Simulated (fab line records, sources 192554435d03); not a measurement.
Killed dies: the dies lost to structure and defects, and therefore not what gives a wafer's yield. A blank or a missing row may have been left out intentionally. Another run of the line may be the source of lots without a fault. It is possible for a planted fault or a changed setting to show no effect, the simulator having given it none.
Chamber matching	flow n5_finfet	N5_BEOL_M3_DEP_57 on pecvd-03: 3 sister chambers
The step deposits SiCN from 3MS/NH3, target thk 8 nm, time 14 s. 20 wafers are shown with their chamber, then 10 later ones without.

== WAFERS PAIRED WITH THEIR CHAMBERS ==
wafer	chamber	showerhead_plenum_p_Torr (Torr)	throttle_valve_pct (%)
L075.2	0	3.664	9.0
L075.3	2	3.652	9.4
L075.4	2	3.651	9.4
L077.1	1	3.638	9.3
L077.2	0	3.668	9.4
L077.5	0	3.672	9.1
L078.1	1	3.656	9.3
L078.3	0	3.670	9.3
L078.5	1	3.653	9.3
L080.3	0	3.669	9.3
L080.5	1	3.653	9.4
L080.6	2	3.641	8.4
L084.1	0	3.673	9.4
L084.2	1	3.652	9.3
L084.4	0	3.668	9.2
L085.2	1	3.650	9.5
L085.3	0	3.672	9.3
L085.6	0	3.669	9.3
L086.1	2	3.654	8.3
L086.4	2	3.645	8.1

SIGNATURES, as means of the wafers listed above
reading	chamber 0	chamber 1	chamber 2	scatter within a chamber
showerhead_plenum_p_Torr	3.66944	3.65033	3.64860	0.00472
throttle_valve_pct	9.256	9.350	8.720	0.322
Rule: distance of a wafer from a chamber = root of the sum over the readings of ((wafer's reading minus chamber's mean) / reading's scatter) squared. If the next closest chamber is less than 2 further off than the closest, the wafer can't be placed; otherwise it belongs to the closest. The scatter: the root of (the sum of the squares of (reading less its chamber's mean) over the shown wafers, divided by (wafers less chambers)).

== WAFERS WITHOUT THEIR CHAMBER ==
wafer	showerhead_plenum_p_Torr (Torr)	throttle_valve_pct (%)
L086.6	3.655	9.2
L089.2	3.673	9.4
L089.4	3.649	7.9
L089.5	3.673	9.3
L090.1	3.647	9.3
L090.4	3.669	9.4
L090.5	3.647	8.2
L093.1	3.659	9.4
L093.3	3.647	8.2
L093.5	3.651	8.2

== CHAMBER TAKEN BY EACH ==
wafer	from the rows above	in truth
L086.6	can't be placed: 1 or 2 or 0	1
L089.2	0	0
L089.4	can't be placed: 2 or 1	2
L089.5	0	0
L090.1	can't be placed: 1 or 2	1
L090.4	0	0
L090.5	can't be placed: 2 or 1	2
L093.1	can't be placed: 1 or 0 or 2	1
L093.3	can't be placed: 2 or 1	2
L093.5	can't be placed: 2 or 1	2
Correct placement for 3 of the 10. Unplaceable from these rows: 7, with the true chamber sitting among the candidates in 7. 0 placed wrongly.
